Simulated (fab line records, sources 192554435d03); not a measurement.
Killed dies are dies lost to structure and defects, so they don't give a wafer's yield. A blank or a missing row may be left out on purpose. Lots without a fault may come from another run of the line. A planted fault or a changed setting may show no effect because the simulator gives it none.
Chamber matching | flow n5_finfet | N5_FIN_SAQP_HM_OPEN_73 on rie_diel-03: 4 sister chambers
The step chemistry CHF3/O2, target SiO2, stops on a-Si, target depth 12 nm, time 16.8 s. 16 wafers are shown with their chamber, then 8 later ones without.

WAFERS WITH THEIR CHAMBER
wafer  | chamber | showerhead_plenum_p_Torr (Torr) | drypump_motor_current_A (A) | throttle_valve_pct (%)
L079.1 | 3       | 2.50                            | 5.6                         | 19.20
L079.2 | 0       | 2.51                            | 6.3                         | 19.02
L079.6 | 2       | 2.33                            | 6.0                         | 18.70
L082.1 | 0       | 2.51                            | 6.2                         | 19.02
L082.2 | 2       | 2.33                            | 6.0                         | 18.72
L082.6 | 2       | 2.33                            | 6.0                         | 18.73
L083.1 | 0       | 2.51                            | 6.3                         | 19.04
L083.2 | 1       | 2.57                            | 5.2                         | 18.50
L083.5 | 0       | 2.51                            | 6.3                         | 19.04
L084.2 | 0       | 2.51                            | 6.3                         | 19.04
L084.4 | 1       | 2.57                            | 5.2                         | 18.50
L084.5 | 2       | 2.33                            | 6.0                         | 18.72
L085.1 | 2       | 2.33                            | 6.0                         | 18.72
L085.3 | 3       | 2.50                            | 5.6                         | 19.22
L085.5 | 1       | 2.57                            | 5.2                         | 18.50
L092.2 | 1       | 2.56                            | 5.2                         | 18.54

SIGNATURES (means of the wafers above)
reading                  | chamber 0 | chamber 1 | chamber 2 | chamber 3 | scatter within a chamber
showerhead_plenum_p_Torr | 2.5100    | 2.5675    | 2.3300    | 2.5000    | 0.0025
drypump_motor_current_A  | 6.280     | 5.200     | 6.000     | 5.600     | 0.0258
throttle_valve_pct       | 19.0320   | 18.5100   | 18.7180   | 19.2100   | 0.014
Rule: a wafer's distance from a chamber is the root of the sum, over the readings, of the square of ((its reading less the chamber's mean) divided by the reading's scatter). The wafer belongs to the nearest chamber; if the next one is less than 2 further off, it can't be placed. The scatter: the root of (the sum of the squares of (reading less its chamber's mean) over the shown wafers, divided by (wafers less chambers)).

WAFERS WITHOUT THEIR CHAMBER
wafer  | showerhead_plenum_p_Torr (Torr) | drypump_motor_current_A (A) | throttle_valve_pct (%)
L092.4 | 2.50                            | 6.3                         | 19.09
L092.5 | 2.49                            | 5.6                         | 19.24
L094.2 | 2.56                            | 5.1                         | 18.54
L094.4 | 2.49                            | 5.6                         | 19.23
L094.6 | 2.50                            | 6.2                         | 19.10
L096.2 | 2.56                            | 5.2                         | 18.54
L096.4 | 2.32                            | 6.0                         | 18.78
L096.6 | 2.56                            | 5.2                         | 18.55

WHICH CHAMBER EACH WENT THROUGH
wafer  | from the rows above | in truth
L092.4 | 0                   | 0
L092.5 | 3                   | 3
L094.2 | 1                   | 1
L094.4 | 3                   | 3
L094.6 | 0                   | 0
L096.2 | 1                   | 1
L096.4 | 2                   | 2
L096.6 | 1                   | 1
Placed correctly: 8 of 8. Can't be placed from these rows: 0. Placed wrongly: 0.
